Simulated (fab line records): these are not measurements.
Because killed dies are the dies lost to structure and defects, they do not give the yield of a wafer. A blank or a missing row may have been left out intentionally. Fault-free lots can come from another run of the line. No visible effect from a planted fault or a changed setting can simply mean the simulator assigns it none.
fab line records :: flow n5Finfet :: part 2 of 2: steps 20 to 29 of 29
[record]
  lots = 5
  wafers = 15
  lastDay = 20
route steps=1938 shown BEOL_M3@961
lots untouched by any fault: they come from a run of this same line in which no faults occurred
startH: the number of hours between the record's first day and the start of the first shown wafer of the lot :: waitH: how many hours have passed since the lot's step before this one :: " as in the row above :: L1.1+2: a row that stands for several wafers :: - no value, or no start given :: * or withheld: withheld :: < > ~ a bound
route shown NAME@n: a module of which the file shows steps, and the number in the route of the first :: usual: mean/standard deviation of fault-free wafers :: same: alike in all rows :: chamber/n: place in a boat :: sites: per-site readings :: _std_site: how widely they spread, as a standard deviation :: _edge_site: the outer-site mean with the inner-site mean subtracted :: radiusMm: for every site, how far away it sits from the centre of the wafer :: mask NAME#n: copy n :: behind: tool/chamber where the wafer was last shaped :: hold: why the lot went on hold/how many hours it stayed there/how the hold came to an end :: device: whichever transistor did not switch (one of n, p or np) :: end of line: at the end of the route, the tests of the same wafers :: for a step that has no rows: nothing shown but its recipe :: killed: at the first sort, the dies lost to defects and structure; wafer yield is something else :: map: dies across one wafer; x = killed, . = not, _ = none there
set.NAME: the run value of the setting; set.NAME@STEP: its run value at that earlier step :: model.NAME: the simulator's own value behind a step, which no gauge read
lots at some steps of the route; a table a step, a row a wafer
services: from which hour (startH, from the record's first day; less than 0 if before it) a tool's chamber was out of use, for how many hours, and why
[[steps]]
[step N5_BEOL_M3_TRENCH_ETCH_37]
[recipe]
  chemistry = C4F6/O2
  targetDepthA = 555.55
  target = SiOC
  timeS = 29.2
  ionEnergyEv = 250
  pressureMtorr = 30
  sourceW = 355
  biasW = 185
  Ar_flow_sccm = 300
  C4F6_flow_sccm = 10
  O2_flow_sccm = 10
[usual]
  drypumpMotorCurrentA = 5.8/0.38
  oesProductAu = 0.78/0.088
  rfVppV = 665/5.6
  showerheadPlenumPTorr = 2.82/0.084
  throttleValvePct = 20.94/0.19
lot.wafer: L084.3
tool: rieDiel-03
chamber: 0
startH: -
waitH: -
drypumpMotorCurrentA: 5.9
oesProductAu: 0.79
rfHoursCounterH: 111
rfVppV: 668
showerheadPlenumPTorr: 2.97
throttleValvePct: 20.88

lot.wafer: L084.5
tool: rieDiel-03
chamber: 2
startH: -
waitH: -
drypumpMotorCurrentA: 5.7
oesProductAu: 0.68
rfHoursCounterH: -
rfVppV: 667
showerheadPlenumPTorr: 2.72
throttleValvePct: 21.03

lot.wafer: L084.6
tool: rieDiel-03
chamber: 1
startH: -
waitH: -
drypumpMotorCurrentA: 5.8
oesProductAu: 0.70
rfHoursCounterH: -
rfVppV: 659
showerheadPlenumPTorr: 2.84
throttleValvePct: 21.29

lot.wafer: L087.1
tool: rieDiel-05
chamber: 3
startH: -
waitH: -
drypumpMotorCurrentA: 6.4
oesProductAu: 0.75
rfHoursCounterH: 168
rfVppV: 670
showerheadPlenumPTorr: 2.84
throttleValvePct: 21.19

lot.wafer: L087.4
tool: rieDiel-05
chamber: 1
startH: -
waitH: -
drypumpMotorCurrentA: 5.3
oesProductAu: 0.86
rfHoursCounterH: 57
rfVppV: 671
showerheadPlenumPTorr: 2.89
throttleValvePct: 20.65

lot.wafer: L087.6
tool: rieDiel-05
chamber: 0
startH: -
waitH: -
drypumpMotorCurrentA: 5.8
oesProductAu: 0.69
rfHoursCounterH: -
rfVppV: 662
showerheadPlenumPTorr: 2.81
throttleValvePct: 20.71

lot.wafer: L088.1
tool: rieDiel-03
chamber: 1
startH: -
waitH: -
drypumpMotorCurrentA: 5.8
oesProductAu: 0.70
rfHoursCounterH: 209
rfVppV: 659
showerheadPlenumPTorr: 2.83
throttleValvePct: 21.30

lot.wafer: L088.3
tool: rieDiel-03
chamber: 3
startH: -
waitH: -
drypumpMotorCurrentA: 5.5
oesProductAu: 0.69
rfHoursCounterH: 200
rfVppV: 670
showerheadPlenumPTorr: 2.95
throttleValvePct: 21.07

lot.wafer: L088.6
tool: rieDiel-03
chamber: 3
startH: -
waitH: -
drypumpMotorCurrentA: 5.5
oesProductAu: 0.69
rfHoursCounterH: -
rfVppV: 669
showerheadPlenumPTorr: 2.95
throttleValvePct: 21.07

lot.wafer: L090.2
tool: rieDiel-03
chamber: 0
startH: -
waitH: -
drypumpMotorCurrentA: 5.9
oesProductAu: 0.78
rfHoursCounterH: 129
rfVppV: 667
showerheadPlenumPTorr: 2.96
throttleValvePct: 20.93

lot.wafer: L090.3
tool: rieDiel-03
chamber: 2
startH: -
waitH: -
drypumpMotorCurrentA: 5.7
oesProductAu: 0.67
rfHoursCounterH: 239
rfVppV: 667
showerheadPlenumPTorr: 2.71
throttleValvePct: 21.07

lot.wafer: L090.6
tool: rieDiel-03
chamber: 2
startH: -
waitH: -
drypumpMotorCurrentA: 5.8
oesProductAu: 0.67
rfHoursCounterH: -
rfVppV: 668
showerheadPlenumPTorr: 2.71
throttleValvePct: 21.07

lot.wafer: L094.2
tool: rieDiel-05
chamber: 3
startH: -
waitH: -
drypumpMotorCurrentA: 6.4
oesProductAu: 0.73
rfHoursCounterH: 199
rfVppV: 670
showerheadPlenumPTorr: 2.82
throttleValvePct: 21.24

lot.wafer: L094.3
tool: rieDiel-05
chamber: 1
startH: -
waitH: -
drypumpMotorCurrentA: 5.4
oesProductAu: 0.84
rfHoursCounterH: 90
rfVppV: 670
showerheadPlenumPTorr: 2.88
throttleValvePct: 20.70

lot.wafer: L094.6
tool: rieDiel-05
chamber: 3
startH: -
waitH: -
drypumpMotorCurrentA: 6.4
oesProductAu: 0.73
rfHoursCounterH: -
rfVppV: 671
showerheadPlenumPTorr: 2.82
throttleValvePct: 21.22
[step N5_BEOL_M3_ETCH_41]
[recipe]
  chemistry = CH3F/O2
  target = SiCN
  targetDepthA = 299
  taperDeg = 2
  timeS = 52.5
  ionEnergyEv = 120
  maskMaterial = TiN
  pressureMtorr = 30
  sourceW = 395
  biasW = 75
  Ar_flow_sccm = 150
  CH3F_flow_sccm = 30
  O2_flow_sccm = 20
[usual]
  drypumpMotorCurrentA = 5.8/0.38
  oesProductAu = 0.78/0.088
  rfVppV = 297.0/1.5
  showerheadPlenumPTorr = 1.98/0.061
  throttleValvePct = 16.40/0.19
lot.wafer: L084.3
tool: rieDiel-03
chamber: 0
startH: -
waitH: -
drypumpMotorCurrentA: 5.9
oesProductAu: 0.80
rfHoursCounterH: 111
rfVppV: 300.8
showerheadPlenumPTorr: 2.09
throttleValvePct: 16.35

lot.wafer: L084.5
tool: rieDiel-03
chamber: 2
startH: -
waitH: -
drypumpMotorCurrentA: 5.7
oesProductAu: 0.69
rfHoursCounterH: -
rfVppV: 294.5
showerheadPlenumPTorr: 1.90
throttleValvePct: 16.52

lot.wafer: L084.6
tool: rieDiel-03
chamber: 1
startH: -
waitH: -
drypumpMotorCurrentA: 5.7
oesProductAu: 0.71
rfHoursCounterH: -
rfVppV: 298.0
showerheadPlenumPTorr: 1.99
throttleValvePct: 16.72

lot.wafer: L087.1
tool: rieDiel-05
chamber: 3
startH: -
waitH: -
drypumpMotorCurrentA: 6.3
oesProductAu: 0.75
rfHoursCounterH: 168
rfVppV: 298.5
showerheadPlenumPTorr: 1.99
throttleValvePct: 16.64

lot.wafer: L087.4
tool: rieDiel-05
chamber: 1
startH: -
waitH: -
drypumpMotorCurrentA: 5.3
oesProductAu: 0.87
rfHoursCounterH: 57
rfVppV: 297.0
showerheadPlenumPTorr: 2.04
throttleValvePct: 16.07

lot.wafer: L087.6
tool: rieDiel-05
chamber: 0
startH: -
waitH: -
drypumpMotorCurrentA: 5.8
oesProductAu: 0.68
rfHoursCounterH: -
rfVppV: 297.8
showerheadPlenumPTorr: 1.98
throttleValvePct: 16.25

lot.wafer: L088.1
tool: rieDiel-03
chamber: 1
startH: -
waitH: -
drypumpMotorCurrentA: 5.7
oesProductAu: 0.70
rfHoursCounterH: 209
rfVppV: 296.2
showerheadPlenumPTorr: 1.99
throttleValvePct: 16.73

lot.wafer: L088.3
tool: rieDiel-03
chamber: 3
startH: -
waitH: -
drypumpMotorCurrentA: 5.5
oesProductAu: 0.69
rfHoursCounterH: 200
rfVppV: 298.5
showerheadPlenumPTorr: 2.07
throttleValvePct: 16.55

lot.wafer: L088.6
tool: rieDiel-03
chamber: 3
startH: -
waitH: -
drypumpMotorCurrentA: 5.5
oesProductAu: 0.68
rfHoursCounterH: -
rfVppV: 298.5
showerheadPlenumPTorr: 2.07
throttleValvePct: 16.54

lot.wafer: L090.2
tool: rieDiel-03
chamber: 0
startH: -
waitH: -
drypumpMotorCurrentA: 5.9
oesProductAu: 0.78
rfHoursCounterH: 129
rfVppV: 299.2
showerheadPlenumPTorr: 2.09
throttleValvePct: 16.39

lot.wafer: L090.3
tool: rieDiel-03
chamber: 2
startH: -
waitH: -
drypumpMotorCurrentA: 5.7
oesProductAu: 0.68
rfHoursCounterH: 239
rfVppV: 294.0
showerheadPlenumPTorr: 1.90
throttleValvePct: 16.57

lot.wafer: L090.6
tool: rieDiel-03
chamber: 2
startH: -
waitH: -
drypumpMotorCurrentA: 5.7
oesProductAu: 0.69
rfHoursCounterH: -
rfVppV: 294.8
showerheadPlenumPTorr: 1.90
throttleValvePct: 16.57

lot.wafer: L094.2
tool: rieDiel-05
chamber: 3
startH: -
waitH: -
drypumpMotorCurrentA: 6.4
oesProductAu: 0.72
rfHoursCounterH: 199
rfVppV: 298.5
showerheadPlenumPTorr: 1.98
throttleValvePct: 16.71

lot.wafer: L094.3
tool: rieDiel-05
chamber: 1
startH: -
waitH: -
drypumpMotorCurrentA: 5.3
oesProductAu: 0.82
rfHoursCounterH: 90
rfVppV: 297.2
showerheadPlenumPTorr: 2.02
throttleValvePct: 16.12

lot.wafer: L094.6
tool: rieDiel-05
chamber: 3
startH: -
waitH: -
drypumpMotorCurrentA: 6.3
oesProductAu: 0.73
rfHoursCounterH: -
rfVppV: 297.6
showerheadPlenumPTorr: 1.98
throttleValvePct: 16.69
[step N5_BEOL_M3_STRIP_97]
[recipe]
  chemistry = N2/H2
  timeS = 10
  powerW = 450
  tempC = 40
  pressureMtorr = 20
  rfFrequencyHz = 6e+07
  biasPowerW = 7
  n2FlowSccm = 200
  h2FlowSccm = 200
[usual]
  drypumpMotorCurrentA = 5.8/0.38
  oesProductAu = 0.78/0.089
  rfVppV = 59.1/0.94
  showerheadPlenumPTorr = 2.51/0.08
  throttleValvePct = 23.77/0.22
lot.wafer: L084.3
tool: rieDiel-03
chamber: 0
startH: -
waitH: -
drypumpMotorCurrentA: 5.9
oesProductAu: 0.79
rfHoursCounterH: 111
rfVppV: 60.6
showerheadPlenumPTorr: 2.67
throttleValvePct: 23.95

lot.wafer: L084.5
tool: rieDiel-03
chamber: 2
startH: -
waitH: -
drypumpMotorCurrentA: 5.8
oesProductAu: 0.68
rfHoursCounterH: -
rfVppV: 57.8
showerheadPlenumPTorr: 2.41
throttleValvePct: 23.65

lot.wafer: L084.6
tool: rieDiel-03
chamber: 1
startH: -
waitH: -
drypumpMotorCurrentA: 5.8
oesProductAu: 0.70
rfHoursCounterH: -
rfVppV: 59.2
showerheadPlenumPTorr: 2.52
throttleValvePct: 24.27

lot.wafer: L087.1
tool: rieDiel-05
chamber: 3
startH: -
waitH: -
drypumpMotorCurrentA: 6.4
oesProductAu: 0.75
rfHoursCounterH: 168
rfVppV: 59.4
showerheadPlenumPTorr: 2.52
throttleValvePct: 23.94

lot.wafer: L087.4
tool: rieDiel-05
chamber: 1
startH: -
waitH: -
drypumpMotorCurrentA: 5.4
oesProductAu: 0.88
rfHoursCounterH: 57
rfVppV: 59.2
showerheadPlenumPTorr: 2.58
throttleValvePct: 23.55

lot.wafer: L087.6
tool: rieDiel-05
chamber: 0
startH: -
waitH: -
drypumpMotorCurrentA: 5.8
oesProductAu: 0.68
rfHoursCounterH: -
rfVppV: 58.8
showerheadPlenumPTorr: 2.50
throttleValvePct: 23.59

lot.wafer: L088.1
tool: rieDiel-03
chamber: 1
startH: -
waitH: -
drypumpMotorCurrentA: 5.8
oesProductAu: 0.70
rfHoursCounterH: 209
rfVppV: 58.1
showerheadPlenumPTorr: 2.52
throttleValvePct: 24.29

lot.wafer: L088.3
tool: rieDiel-03
chamber: 3
startH: -
waitH: -
drypumpMotorCurrentA: 5.5
oesProductAu: 0.69
rfHoursCounterH: 200
rfVppV: 58.7
showerheadPlenumPTorr: 2.63
throttleValvePct: 23.73

lot.wafer: L088.6
tool: rieDiel-03
chamber: 3
startH: -
waitH: -
drypumpMotorCurrentA: 5.5
oesProductAu: 0.69
rfHoursCounterH: -
rfVppV: 60.8
showerheadPlenumPTorr: 2.63
throttleValvePct: 23.75

lot.wafer: L090.2
tool: rieDiel-03
chamber: 0
startH: -
waitH: -
drypumpMotorCurrentA: 5.9
oesProductAu: 0.78
rfHoursCounterH: 129
rfVppV: 60.7
showerheadPlenumPTorr: 2.66
throttleValvePct: 23.96

lot.wafer: L090.3
tool: rieDiel-03
chamber: 2
startH: -
waitH: -
drypumpMotorCurrentA: 5.7
oesProductAu: 0.67
rfHoursCounterH: 239
rfVppV: 57.2
showerheadPlenumPTorr: 2.40
throttleValvePct: 23.66

lot.wafer: L090.6
tool: rieDiel-03
chamber: 2
startH: -
waitH: -
drypumpMotorCurrentA: 5.7
oesProductAu: 0.68
rfHoursCounterH: -
rfVppV: 58.7
showerheadPlenumPTorr: 2.40
throttleValvePct: 23.66

lot.wafer: L094.2
tool: rieDiel-05
chamber: 3
startH: -
waitH: -
drypumpMotorCurrentA: 6.3
oesProductAu: 0.73
rfHoursCounterH: 199
rfVppV: 58.7
showerheadPlenumPTorr: 2.51
throttleValvePct: 23.97

lot.wafer: L094.3
tool: rieDiel-05
chamber: 1
startH: -
waitH: -
drypumpMotorCurrentA: 5.4
oesProductAu: 0.83
rfHoursCounterH: 90
rfVppV: 58.5
showerheadPlenumPTorr: 2.57
throttleValvePct: 23.60

lot.wafer: L094.6
tool: rieDiel-05
chamber: 3
startH: -
waitH: -
drypumpMotorCurrentA: 6.4
oesProductAu: 0.73
rfHoursCounterH: -
rfVppV: 59.3
showerheadPlenumPTorr: 2.51
throttleValvePct: 23.98
[step N5_BEOL_M3_OCD_MEAS_38]
[usual]
  trenchDepthNm = 55.4/0.76
lot.wafer: L084.3
tool: ocd-02
chamber: -
startH: 252.57
waitH: -
trenchDepthNm: 55.3

lot.wafer: L084.5
tool: ocd-02
chamber: -
startH: 252.57
waitH: -
trenchDepthNm: 55.1

lot.wafer: L084.6
tool: ocd-02
chamber: -
startH: 252.57
waitH: -
trenchDepthNm: 54.3

lot.wafer: L087.1
tool: ocd-02
chamber: -
startH: 276.80
waitH: -
trenchDepthNm: 56.0

lot.wafer: L087.4
tool: ocd-02
chamber: -
startH: 276.80
waitH: -
trenchDepthNm: 55.8

lot.wafer: L087.6
tool: ocd-02
chamber: -
startH: 276.80
waitH: -
trenchDepthNm: 54.3

lot.wafer: L088.1
tool: ocd-01
chamber: -
startH: 276.91
waitH: -
trenchDepthNm: 54.8

lot.wafer: L088.3
tool: ocd-01
chamber: -
startH: 276.91
waitH: -
trenchDepthNm: 54.9

lot.wafer: L088.6
tool: ocd-01
chamber: -
startH: 276.91
waitH: -
trenchDepthNm: 54.8

lot.wafer: L090.2
tool: ocd-02
chamber: -
startH: 304.30
waitH: -
trenchDepthNm: 55.6

lot.wafer: L090.3
tool: ocd-02
chamber: -
startH: 304.30
waitH: -
trenchDepthNm: 54.8

lot.wafer: L090.6
tool: ocd-02
chamber: -
startH: 304.30
waitH: -
trenchDepthNm: 55.1

lot.wafer: L094.2
tool: ocd-02
chamber: -
startH: 347.15
waitH: -
trenchDepthNm: 55.6

lot.wafer: L094.3
tool: ocd-02
chamber: -
startH: 347.15
waitH: -
trenchDepthNm: 56.5

lot.wafer: L094.6
tool: ocd-02
chamber: -
startH: 347.15
waitH: -
trenchDepthNm: 56.4
[step N5_BEOL_M3_HM_STRIP_39]
[recipe]
  chemistry = peroxideTinStrip
  material = TiN
  targetDepthA = 250
  tempC = 50
  timeS = 158
lot.wafer: L084.3+5+6
tool: wetBench-03
chamber: 3,5,0
startH: 252.60
waitH: 0.0

lot.wafer: L087.1+4+6
tool: wetBench-01
chamber: 4,1,2
startH: 276.83
waitH: 0.0

lot.wafer: L088.1+3+6
tool: wetBench-06
chamber: 6,7,4
startH: 276.95
waitH: 0.0

lot.wafer: L090.2+3+6
tool: wetBench-03
chamber: 7,5,0
startH: 304.33
waitH: 0.0

lot.wafer: L094.2+3+6
tool: wetBench-06
chamber: 6,3,7
startH: 347.18
waitH: 0.0
[step N5_BEOL_M3_SRD_40]
[recipe]
  timeS = 30
  tempC = 23
  rinseLiquid = diw
  dry = ipaMarangoni
[usual]
  doSupplyPpb = 10.00/0.1
lot.wafer: L084.3
tool: wetBench-03
chamber: 3
startH: 252.65
waitH: 0.0
doSupplyPpb: 10.00

lot.wafer: L084.5
tool: wetBench-03
chamber: 5
startH: 252.65
waitH: 0.0
doSupplyPpb: 10.12

lot.wafer: L084.6
tool: wetBench-03
chamber: 0
startH: 252.65
waitH: 0.0
doSupplyPpb: 9.90

lot.wafer: L087.1
tool: wetBench-01
chamber: 4
startH: 276.88
waitH: 0.0
doSupplyPpb: 10.01

lot.wafer: L087.4
tool: wetBench-01
chamber: 1
startH: 276.88
waitH: 0.0
doSupplyPpb: 10.32

lot.wafer: L087.6
tool: wetBench-01
chamber: 2
startH: 276.88
waitH: 0.0
doSupplyPpb: 9.90

lot.wafer: L088.1
tool: wetBench-06
chamber: 6
startH: 276.99
waitH: 0.0
doSupplyPpb: 9.92

lot.wafer: L088.3
tool: wetBench-06
chamber: 7
startH: 276.99
waitH: 0.0
doSupplyPpb: 9.98

lot.wafer: L088.6
tool: wetBench-06
chamber: 4
startH: 276.99
waitH: 0.0
doSupplyPpb: 10.01

lot.wafer: L090.2
tool: wetBench-03
chamber: 7
startH: 304.38
waitH: 0.0
doSupplyPpb: 10.11

lot.wafer: L090.3
tool: wetBench-03
chamber: 5
startH: 304.38
waitH: 0.0
doSupplyPpb: 9.99

lot.wafer: L090.6
tool: wetBench-03
chamber: 0
startH: 304.38
waitH: 0.0
doSupplyPpb: 10.17

lot.wafer: L094.2
tool: wetBench-06
chamber: 6
startH: 347.23
waitH: 0.0
doSupplyPpb: 10.01

lot.wafer: L094.3
tool: wetBench-06
chamber: 3
startH: 347.23
waitH: 0.0
doSupplyPpb: 9.90

lot.wafer: L094.6
tool: wetBench-06
chamber: 7
startH: 347.23
waitH: 0.0
doSupplyPpb: 10.05
[step N5_BEOL_M3_PRECLEAN_42]
[recipe]
  chemistry = residueRemover
  timeS = 60
  tempC = 40
lot.wafer: L084.3+5+6
tool: wetBench-03
chamber: 3,5,0
startH: 252.66
waitH: 0.0

lot.wafer: L087.1+4+6
tool: wetBench-01
chamber: 4,1,2
startH: 276.90
waitH: 0.0

lot.wafer: L088.1+3+6
tool: wetBench-06
chamber: 6,7,4
startH: 277.01
waitH: 0.0

lot.wafer: L090.2+3+6
tool: wetBench-03
chamber: 7,5,0
startH: 304.40
waitH: 0.0

lot.wafer: L094.2+3+6
tool: wetBench-06
chamber: 6,3,7
startH: 347.25
waitH: 0.0
[step N5_BEOL_M3_SRD_43]
[recipe]
  timeS = 30
  tempC = 23
  rinseLiquid = diw
  dry = ipaMarangoni
[usual]
  doSupplyPpb = 9.99/0.095
lot.wafer: L084.3
tool: wetBench-03
chamber: 3
startH: 252.68
waitH: 0.0
doSupplyPpb: 9.87

lot.wafer: L084.5
tool: wetBench-03
chamber: 5
startH: 252.68
waitH: 0.0
doSupplyPpb: 9.93

lot.wafer: L084.6
tool: wetBench-03
chamber: 0
startH: 252.68
waitH: 0.0
doSupplyPpb: 9.98

lot.wafer: L087.1
tool: wetBench-01
chamber: 4
startH: 276.91
waitH: 0.0
doSupplyPpb: 10.13

lot.wafer: L087.4
tool: wetBench-01
chamber: 1
startH: 276.91
waitH: 0.0
doSupplyPpb: 9.92

lot.wafer: L087.6
tool: wetBench-01
chamber: 2
startH: 276.91
waitH: 0.0
doSupplyPpb: 9.96

lot.wafer: L088.1
tool: wetBench-06
chamber: 6
startH: 277.03
waitH: 0.0
doSupplyPpb: 10.11

lot.wafer: L088.3
tool: wetBench-06
chamber: 7
startH: 277.03
waitH: 0.0
doSupplyPpb: 9.99

lot.wafer: L088.6
tool: wetBench-06
chamber: 4
startH: 277.03
waitH: 0.0
doSupplyPpb: 9.85

lot.wafer: L090.2
tool: wetBench-03
chamber: 7
startH: 304.42
waitH: 0.0
doSupplyPpb: 10.11

lot.wafer: L090.3
tool: wetBench-03
chamber: 5
startH: 304.42
waitH: 0.0
doSupplyPpb: 9.97

lot.wafer: L090.6
tool: wetBench-03
chamber: 0
startH: 304.42
waitH: 0.0
doSupplyPpb: 9.97

lot.wafer: L094.2
tool: wetBench-06
chamber: 6
startH: 347.26
waitH: 0.0
doSupplyPpb: 10.02

lot.wafer: L094.3
tool: wetBench-06
chamber: 3
startH: 347.26
waitH: 0.0
doSupplyPpb: 10.11

lot.wafer: L094.6
tool: wetBench-06
chamber: 7
startH: 347.26
waitH: 0.0
doSupplyPpb: 10.00
[step N5_BEOL_M3_CD_MEAS_35]
[recipe]
  targetCdNm = 18
  targetCdYNm = 21
  polarity = opening
[usual]
  cdNm = 17.9/0.31
lot.wafer: L084.3
tool: cdSem-01
chamber: -
startH: 252.72
waitH: 0.0
cdNm: 18.4

lot.wafer: L084.5
tool: cdSem-01
chamber: -
startH: 252.72
waitH: 0.0
cdNm: 18.2

lot.wafer: L084.6
tool: cdSem-01
chamber: -
startH: 252.72
waitH: 0.0
cdNm: 18.4

lot.wafer: L087.1
tool: cdSem-02
chamber: -
startH: 276.95
waitH: 0.0
cdNm: 17.9

lot.wafer: L087.4
tool: cdSem-02
chamber: -
startH: 276.95
waitH: 0.0
cdNm: 17.9

lot.wafer: L087.6
tool: cdSem-02
chamber: -
startH: 276.95
waitH: 0.0
cdNm: 17.6

lot.wafer: L088.1
tool: cdSem-01
chamber: -
startH: 277.07
waitH: 0.0
cdNm: 18.1

lot.wafer: L088.3
tool: cdSem-01
chamber: -
startH: 277.07
waitH: 0.0
cdNm: 17.4

lot.wafer: L088.6
tool: cdSem-01
chamber: -
startH: 277.07
waitH: 0.0
cdNm: 17.5

lot.wafer: L090.2
tool: cdSem-03
chamber: -
startH: 304.46
waitH: 0.0
cdNm: 17.4

lot.wafer: L090.3
tool: cdSem-03
chamber: -
startH: 304.46
waitH: 0.0
cdNm: 17.5

lot.wafer: L090.6
tool: cdSem-03
chamber: -
startH: 304.46
waitH: 0.0
cdNm: 17.6

lot.wafer: L094.2
tool: cdSem-03
chamber: -
startH: 347.30
waitH: 0.0
cdNm: 18.2

lot.wafer: L094.3
tool: cdSem-03
chamber: -
startH: 347.30
waitH: 0.0
cdNm: 18.5

lot.wafer: L094.6
tool: cdSem-03
chamber: -
startH: 347.30
waitH: 0.0
cdNm: 18.4
[step N5_BEOL_M3_DEGAS_44]
[recipe]
  ambient = vacuum
  tempC = 250
  timeS = 60
[usual]
  heaterPowerW = 334/37
lot.wafer: L084.3
tool: pvdSputter-03
chamber: -
startH: 252.99
waitH: 0.3
heaterPowerW: 336

lot.wafer: L084.5
tool: pvdSputter-03
chamber: -
startH: 252.99
waitH: 0.3
heaterPowerW: 334

lot.wafer: L084.6
tool: pvdSputter-03
chamber: -
startH: 252.99
waitH: 0.3
heaterPowerW: 293

lot.wafer: L087.1
tool: pvdSputter-02
chamber: -
startH: 277.09
waitH: 0.1
heaterPowerW: 361

lot.wafer: L087.4
tool: pvdSputter-02
chamber: -
startH: 277.09
waitH: 0.1
heaterPowerW: 319

lot.wafer: L087.6
tool: pvdSputter-02
chamber: -
startH: 277.09
waitH: 0.1
heaterPowerW: 318

lot.wafer: L088.1
tool: pvdSputter-01
chamber: -
startH: 277.54
waitH: 0.5
heaterPowerW: 414

lot.wafer: L088.3
tool: pvdSputter-01
chamber: -
startH: 277.54
waitH: 0.5
heaterPowerW: 349

lot.wafer: L088.6
tool: pvdSputter-01
chamber: -
startH: 277.54
waitH: 0.5
heaterPowerW: 407

lot.wafer: L090.2
tool: pvdSputter-03
chamber: -
startH: 304.52
waitH: 0.1
heaterPowerW: 293

lot.wafer: L090.3
tool: pvdSputter-03
chamber: -
startH: 304.52
waitH: 0.1
heaterPowerW: 302

lot.wafer: L090.6
tool: pvdSputter-03
chamber: -
startH: 304.52
waitH: 0.1
heaterPowerW: 286

lot.wafer: L094.2
tool: pvdSputter-03
chamber: -
startH: 347.56
waitH: 0.3
heaterPowerW: 338

lot.wafer: L094.3
tool: pvdSputter-03
chamber: -
startH: 347.56
waitH: 0.3
heaterPowerW: 305

lot.wafer: L094.6
tool: pvdSputter-03
chamber: -
startH: 347.56
waitH: 0.3
heaterPowerW: 313
[[services]]
tool: euvScanner-01
chamber: -
startH: 226.04
hours: 1.0
kind: pm

tool: euvScanner-01
chamber: -
startH: 227.05
hours: 1.0
kind: pm

tool: rieDiel-05
chamber: 3
startH: 227.96
hours: 6.0
kind: repair

tool: rieDiel-05
chamber: 1
startH: 229.85
hours: 2.6
kind: repair

tool: aldSin-03
chamber: -
startH: 238.71
hours: 0.5
kind: repair

tool: rieDiel-02
chamber: -
startH: 241.35
hours: 2.8
kind: pm

tool: rieDiel-05
chamber: 0
startH: 249.90
hours: 1.2
kind: repair

tool: rieDiel-02
chamber: 3
startH: 250.98
hours: 4.4
kind: repair

tool: rieDiel-03
chamber: 3
startH: 251.86
hours: 6.5
kind: repair

tool: euvScanner-01
chamber: -
startH: 266.41
hours: 4.6
kind: pm

tool: aldSin-04
chamber: -
startH: 269.15
hours: 14.0
kind: pm

tool: euvScanner-01
chamber: -
startH: 277.99
hours: 1.0
kind: pm

tool: euvScanner-01
chamber: -
startH: 280.28
hours: 12.0
kind: pm

tool: rieDiel-05
chamber: 2
startH: 281.14
hours: 7.1
kind: repair

tool: rieDiel-02
chamber: 0
startH: 294.77
hours: 12.3
kind: repair

tool: rieDiel-03
chamber: 1
startH: 312.30
hours: 15.5
kind: repair

tool: rieDiel-05
chamber: 3
startH: 315.21
hours: 3.1
kind: repair

tool: rieDiel-02
chamber: 2
startH: 322.19
hours: 4.5
kind: repair

tool: euvScanner-01
chamber: -
startH: 323.28
hours: 7.5
kind: repair

tool: rieDiel-03
chamber: -
startH: 327.21
hours: 28.1
kind: pm

tool: rieDiel-05
chamber: -
startH: 329.22
hours: 0.3
kind: repair

tool: rieDiel-02
chamber: -
startH: 332.96
hours: 1.8
kind: repair

tool: euvScanner-01
chamber: -
startH: 334.14
hours: 1.0
kind: pm

tool: wetBench-06
chamber: -
startH: 338.64
hours: 0.6
kind: repair
